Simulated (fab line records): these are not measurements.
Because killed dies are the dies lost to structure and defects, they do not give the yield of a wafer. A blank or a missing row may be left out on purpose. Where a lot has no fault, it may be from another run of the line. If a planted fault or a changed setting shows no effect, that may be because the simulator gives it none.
Split-lot trial    flow n5-finfet    21 wafers read across 7 lots, on a route 1938 steps long

SPLIT DETAILS
At N5_BEOL_M10_ETCH_41 (etches SiCN in CH3F/O2, target depth 42.6 nm, time 86 s), the setting source-w was moved away from the recipe's 395 W on 8 of the 21 wafers read, by -15.8% to +17.4%. The other wafers ran this setting at the recipe's value.

Reading taken at the split's own step.

THE READING
rf-vpp-V, in V, at N5_BEOL_M10_ETCH_41 (etches SiCN in CH3F/O2, target depth 42.6 nm, time 86 s). A value of 297.9 V with a standard deviation of 1.6 V is what fault-free wafers of this fab line usually give.

wafer   tool, chamber at the split  source-w as run, W  against the recipe  rf-vpp-V, V  against lot-mates on the recipe
L074.1  rie-diel-04, 1              332.6               -15.8%              315.0        +15.9
L074.2  rie-diel-04, 3              395                 recipe              299.3        -
L074.4  rie-diel-04, 1              395                 recipe              298.8        -
L077.1  rie-diel-05, 3              395                 recipe              295.7        -
L077.5  rie-diel-05, 2              450.5               +14.1%              285.2        -12.2
L077.6  rie-diel-05, 1              395                 recipe              299.2        -
L079.1  rie-diel-05, 3              430.9               +9.1%               288.0        -8.9
L079.2  rie-diel-05, 2              395                 recipe              296.9        -
L079.3  rie-diel-05, 0              430.9               +9.1%               287.7        -9.2
L080.1  rie-diel-06, 0              395                 recipe              299.7        -
L080.4  rie-diel-06, 3              395                 recipe              298.8        -
L080.6  rie-diel-06, 2              395                 recipe              298.1        -
L084.2  rie-diel-06, 1              455.3               +15.3%              281.6        -18.9
L084.3  rie-diel-06, 0              455.3               +15.3%              285.2        -15.3
L084.6  rie-diel-06, 0              395                 recipe              300.5        -
L090.2  rie-diel-05, 3              395                 recipe              297.4        -
L090.4  rie-diel-05, 2              395                 recipe              297.4        -
L090.5  rie-diel-05, 0              395                 recipe              297.7        -
L092.1  rie-diel-04, 0              463.7               +17.4%              279.9        -19.4
L092.2  rie-diel-04, 3              463.7               +17.4%              284.1        -15.2
L092.3  rie-diel-04, 2              395                 recipe              299.3        -

THE FIT
A straight line over all 21 wafers: rf-vpp-V changes by -0.991 V for each +1% of source-w; r = -0.98; the points scatter about the line by 1.5 V.
The same after taking each lot's own level away (the mean of its wafers on the recipe; 21 wafers): -1.02 V for each +1%; r = -0.99; scatter 1.3 V.
The reading moves by 18 V for the largest change in source-w, on that fit.
The lots' own levels span 296.90 to 300.50 V, that is 2.3 times the standard deviation above.
Consequently the slope shifts little with the lot-to-lot level, the two slopes agreeing.
Check: with one of the wafers moved furthest among these (+17.4%) left out of the fit, the line predicts -17.3 V for it against its lot-mates. Against them it came out at -19.4 V.
Tool readings at the split's step, against how far the setting was moved: rf-vpp-V r = -0.98.

THE OTHER SPLITS THESE WAFERS WENT THROUGH
Note: prior to the reading, these wafers also went through further splits. Each is held against what the fit with the lots' levels taken away leaves over:
other split on the same wafers     wafers away from the commonest value  r with rf-vpp-V (lot level and that fit taken away)
N5_BEOL_M8_TRENCH_ETCH_37 bias-w   5                                     -0.11
N5_BEOL_M10_TRENCH_ETCH_37 time-s  11                                    +0.08

THE WHOLE CHAIN: every reading that the file lists as answering this split, in the file's order
step                 what it does                                             reading                                                         change (the file's fit)                r (the file's)
N5_BEOL_M10_ETCH_41  etches SiCN in CH3F/O2, target depth 42.6 nm, time 86 s  rf-vpp-V                                                        -1 V for each +1% of the setting       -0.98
N5_BEOL_M10_ETCH_41  etches SiCN in CH3F/O2, target depth 42.6 nm, time 86 s  etch.depth-nm (the simulator's own value, which no gauge read)  +0.144 nm for each +1% of the setting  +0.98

THE FILE'S OWN FIT
rf-vpp-V changes by -1 V for each +1% of source-w, r = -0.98.
